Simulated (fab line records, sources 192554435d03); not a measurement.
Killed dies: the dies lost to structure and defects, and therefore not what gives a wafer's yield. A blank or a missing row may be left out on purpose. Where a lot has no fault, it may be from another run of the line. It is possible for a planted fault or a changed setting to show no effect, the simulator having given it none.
A single fault, viewed from 2 desks :: flow n5_finfet :: each desk holds nothing but its own numbers, with what lay behind them at the end

== THE METROLOGY DESK ==
Lot by lot, what the gauges showed, no matter which tool ran the lot: averages of those sampled wafers that carry a number. A lot is out of limits, marked OUT, if its mean lies more than 4 standard deviations from the usual mean; the brackets give that distance. Of its 11 readings 7 are shown: those that lie furthest out on some lot.
Columns: A = V0_OVL at N5_BEOL_M1_OVL_MEAS_29, usual -0.3 nm; B = DIBL_N at N5_BEOL_M4_RC_MEAS_101, usual 36.4 mV/V; C = DIBL_P at N5_BEOL_M4_RC_MEAS_101, usual 36.1 mV/V; D = IOFF_N at N5_BEOL_M4_RC_MEAS_101, usual 0.156 nA/um; E = IOFF_P at N5_BEOL_M4_RC_MEAS_101, usual 0.21 nA/um; F = SS_N at N5_BEOL_M4_RC_MEAS_101, usual 71.5 mV/dec; G = VT_P at N5_BEOL_M4_RC_MEAS_101, usual -250 mV
lot: L461
first seen here: day 6 09:42
A: 0.1
B: 36.2
C: 35.4
D: 0.155
E: 0.23
F: 71.7
G: -246

lot: L462
first seen here: day 6 19:04
A: 0.4
B: 37.6
C: 38.4
D: 0.185
E: 0.23
F: 72.2
G: -250

lot: L464
first seen here: day 7 05:43
A: -0.9
B: 36.4
C: 38.4
D: 0.182
E: 0.24
F: 71.8
G: -249

lot: L466
first seen here: day 7 08:47
A: 0.9
B: 37.3
C: 36.2
D: 0.187
E: 0.28
F: 71.7
G: -243

lot: L467
first seen here: day 7 17:35
A: -1.0
B: 35.4
C: 35.1
D: 0.155
E: 0.22
F: 71.2
G: -247

lot: L471
first seen here: day 9 01:41
A: -0.8
B: 39.3
C: 39.2
D: 0.201
E: 0.27
F: 72.3
G: -246

lot: L480
first seen here: day 11 06:07
A: 0.1
B: 34.3
C: 34.3
D: 0.128
E: 0.19
F: 70.8
G: -250

lot: L481
first seen here: day 11 20:50
A: -0.3
B: 36.3
C: 35.5
D: 0.138
E: 0.19
F: 71.4
G: -254

lot: L482
first seen here: day 12 06:24
A: 0.3
B: 36.5
C: 36.7
D: 0.162
E: 0.21
F: 71.5
G: -252

lot: L483
first seen here: day 12 07:12
A: -0.6
B: 35.3
C: 35.0
D: 0.146
E: 0.18
F: 71.6
G: -254
This desk's finding: nothing out of limits on any of the 10 lots.

== THE TOOL OWNER'S DESK: litho_track-05 ==
The tool's own readings at N5_BEOL_M1_COAT_76 (time 60 s, resist thk 5 nm): means of the sampled wafers that have a number, for each lot that ran on this tool. A lot is out of limits, marked OUT, if its mean lies more than 4 standard deviations from the usual mean; the brackets give that distance.
Columns: A = heater_power_total_W at N5_BEOL_M1_COAT_76, usual 391.6 W; B = plate_temp_C at N5_BEOL_M1_COAT_76, usual 205.00 C; C = spin_speed_rpm at N5_BEOL_M1_COAT_76, usual 1500.0 rpm
lot: L461
first seen here: day 6 09:23
A: 391.6
B: 205.09
C: 1500.5

lot: L462
first seen here: day 6 18:38
A: 391.6
B: 205.11
C: 1499.5

lot: L466
first seen here: day 7 08:28
A: 391.2
B: 204.80
C: 1499.3

lot: L480
first seen here: day 11 05:41
A: 405.7 (+11) OUT
B: 211.40 (+40) OUT
C: 1498.6

lot: L481
first seen here: day 11 20:23
A: 406.6 (+12) OUT
B: 211.36 (+40) OUT
C: 1500.6
This desk's finding: out of limits on L480, L481; first on L480, day 11 05:41 (heater_power_total_W at N5_BEOL_M1_COAT_76). L461, L462, L466: within limits.

== ALL TOGETHER ==
The tool owner's desk could have raised an alarm at day 11 05:41, on L480, L481.
Nothing out of limits was seen by the metrology desk.
The metrology desk has L480, L481 on record, within its limits.
All the named lots went through N5_BEOL_M1_COAT_76 on litho_track-05.

== WHAT THE SIMULATOR HAD PUT IN ==
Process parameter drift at N5_BEOL_M1_COAT_76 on litho_track-05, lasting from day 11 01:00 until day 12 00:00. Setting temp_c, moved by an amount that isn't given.
Shown lots that were struck: L480, L481.
Delay in hours, fault start to first out-of-limits reading, by desk: the tool owner's desk at 5.
